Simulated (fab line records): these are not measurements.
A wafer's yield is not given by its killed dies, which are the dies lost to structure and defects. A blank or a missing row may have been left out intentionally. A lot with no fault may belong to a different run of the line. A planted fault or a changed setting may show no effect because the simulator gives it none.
Which of the tools did it? | flow nand harc | Sampling: 6 lots, 18 wafers, 4 of 1302 route steps

== WHAT THE GAUGES SHOWED, per wafer ==
NHARC_END_SORT_01.
lot  | measured     | on        | defect limited yield (%)
L224 | day 25 16:00 | prober-01 | 89.2 89.2 84.5

== TOOL THAT RAN EACH LOT (tool first, then ch and the chambers of the sampled wafers, then the start) ==
lot  | NHARC_P_BONDPAD_ETCH_12           | NHARC_P_BONDPAD_DEGAS_25     | NHARC_P_BONDPAD_PRE_CLEAN_26
L224 | rie diel-12 ch 0,1,3, day 8 04:22 | pvd sputter-01, day 8 05:08  | pvd sputter-01, day 25 16:00 or earlier
L226 | rie diel-02 ch 1,2,3, day 9 06:13 | pvd sputter-01, day 9 06:59  | pvd sputter-01, no start
L228 | rie diel-03 ch 1,3, day 10 07:08  | pvd sputter-01, day 10 07:54 | pvd sputter-01, no start
L233 | rie diel-03 ch 1,3, day 12 00:38  | pvd sputter-03, day 12 01:24 | pvd sputter-03, no start
L235 | rie diel-02 ch 0,2, day 13 04:44  | pvd sputter-02, day 13 05:30 | pvd sputter-02, no start
L238 | rie diel-02 ch 0,2, day 14 05:25  | pvd sputter-03, day 14 06:11 | pvd sputter-03, no start
- NHARC_P_BONDPAD_ETCH_12: etches the open film in CHF3/O2, target depth 200 nm, time 100 s.
- NHARC_P_BONDPAD_DEGAS_25: time 60 s.
- NHARC_P_BONDPAD_PRE_CLEAN_26: time 30 s.

== THE ANSWER, worked out from the rows above alone ==
Rule: the usual values come from the lots themselves. Put in order of their means at a reading, lots are off if they are a third of the lots or fewer, leave a main group of 4 or more, and stand apart from it by a gap of 3 or more times the standard deviation of the main group's means; of several such gaps the widest counts. A main group whose means are all the same, to the digits that the tables above print for the reading, isn't used. Also off: a lot with no number at a reading for which 4 or more lots have one. All remaining lots with rows at the step are treated as sound.
Across all readings shown, no lot is off: no conclusion can be drawn from this.

== WHAT WAS PUT IN BY THE SIMULATOR ==
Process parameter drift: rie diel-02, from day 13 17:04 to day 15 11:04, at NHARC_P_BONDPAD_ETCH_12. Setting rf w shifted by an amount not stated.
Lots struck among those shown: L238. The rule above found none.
